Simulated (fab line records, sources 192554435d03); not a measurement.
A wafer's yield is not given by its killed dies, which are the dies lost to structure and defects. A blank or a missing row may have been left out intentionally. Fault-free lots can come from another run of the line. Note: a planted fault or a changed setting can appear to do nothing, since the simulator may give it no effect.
Split-lot trial	flow n5-finfet	7 lots, 21 wafers read, on a route of 1938 steps

ON THE SPLIT
At N5_BEOL_M7_ETCH_61 (etches SiARC in CF4, target depth 45.5 nm, time 75.8 s), the setting source-w was moved away from the recipe's 545 W on 6 of the 21 wafers read, by -16.3% to +7.0%. For the rest of the wafers, this setting stayed at what the recipe calls for.

Reading taken at the split's own step.

THE READING
rf-vpp-V, in V, at N5_BEOL_M7_ETCH_61 (etches SiARC in CF4, target depth 45.5 nm, time 75.8 s). Typical for fault-free wafers on this fab line: 184.0 V, with standard deviation 1.3 V.

wafer	tool, chamber at the split	source-w as run, W	against the recipe	rf-vpp-V, V	against lot-mates on the recipe
L075.1	rie-diel-03, 3	545	recipe	186.2	-
L075.4	rie-diel-03, 2	545	recipe	186.0	-
L075.6	rie-diel-03, 2	545	recipe	185.1	-
L077.1	rie-diel-02, 0	581.9	+6.8%	181.6	-2.9
L077.4	rie-diel-02, 3	545	recipe	184.9	-
L077.5	rie-diel-02, 3	545	recipe	184.1	-
L084.2	rie-diel-02, 1	481.5	-11.7%	191.7	+10.7
L084.4	rie-diel-02, 2	545	recipe	181.0	-
L084.6	rie-diel-02, 2	481.5	-11.7%	188.8	+7.8
L090.1	rie-diel-02, 1	456.1	-16.3%	194.0	+10.7
L090.4	rie-diel-02, 3	456.1	-16.3%	196.9	+13.6
L090.5	rie-diel-02, 0	545	recipe	183.3	-
L092.2	rie-diel-02, 1	545	recipe	181.9	-
L092.3	rie-diel-02, 3	545	recipe	184.8	-
L092.5	rie-diel-02, 2	545	recipe	181.2	-
L097.3	rie-diel-06, 1	545	recipe	184.5	-
L097.4	rie-diel-06, 3	582.9	+7.0%	178.4	-6.2
L097.6	rie-diel-06, 1	545	recipe	184.6	-
L095.2	rie-diel-02, 1	545	recipe	183.5	-
L095.3	rie-diel-02, 3	545	recipe	184.2	-
L095.6	rie-diel-02, 2	545	recipe	180.9	-

THE FIT
A straight line over all 21 wafers: rf-vpp-V changes by -0.648 V for each +1% of source-w; r = -0.92; the points scatter about the line by 1.8 V.
The same after taking each lot's own level away (the mean of its wafers on the recipe; 21 wafers): -0.746 V for each +1%; r = -0.97; scatter 1.2 V.
Per that fit: largest source-w move, reading shift of 12 V.
Measured against the standard deviation above, the lots' own levels, which go from 181.00 to 185.77 V, span 3.7 times it.
So the lot-to-lot level changes the slope: the two fits differ.
Check: for one of the wafers moved furthest among these (-16.3%), held out of the fit, the line's prediction against its lot-mates is +12.9 V. Against them it came out at +10.7 V.
Tool readings at the split's step, against how far the setting was moved: etch-rf-on-time-s r = -0.96; rf-vpp-V r = -0.92.

THESE WAFERS: OTHER SPLITS
Note: prior to the reading, these wafers also went through further splits. Each is held against what the fit with the lots' levels taken away leaves over:
other split on the same wafers	wafers away from the commonest value	r with rf-vpp-V (lot level and that fit taken away)
N5_BEOL_M4_TRENCH_ETCH_37 time-s	11	+0.10
N5_BEOL_M5_PECVD_70 time-s	7	+0.23
N5_BEOL_M5_COAT_60 spin-rpm	9	-0.17

THE WHOLE CHAIN: every reading that the file lists as answering this split, in the file's order
step	what it does	reading	change (the file's fit)	r (the file's)
N5_BEOL_M7_ETCH_61	etches SiARC in CF4, target depth 45.5 nm, time 75.8 s	etch-rf-on-time-s	not straight: withheld at the lowest setting, withheld at the recipe, withheld at the highest	not given
N5_BEOL_M7_ETCH_61	etches SiARC in CF4, target depth 45.5 nm, time 75.8 s	rf-vpp-V	-0.74 V for each +1% of the setting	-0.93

THE FILE'S OWN FIT
rf-vpp-V changes by -0.74 V for each +1% of source-w, r = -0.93.
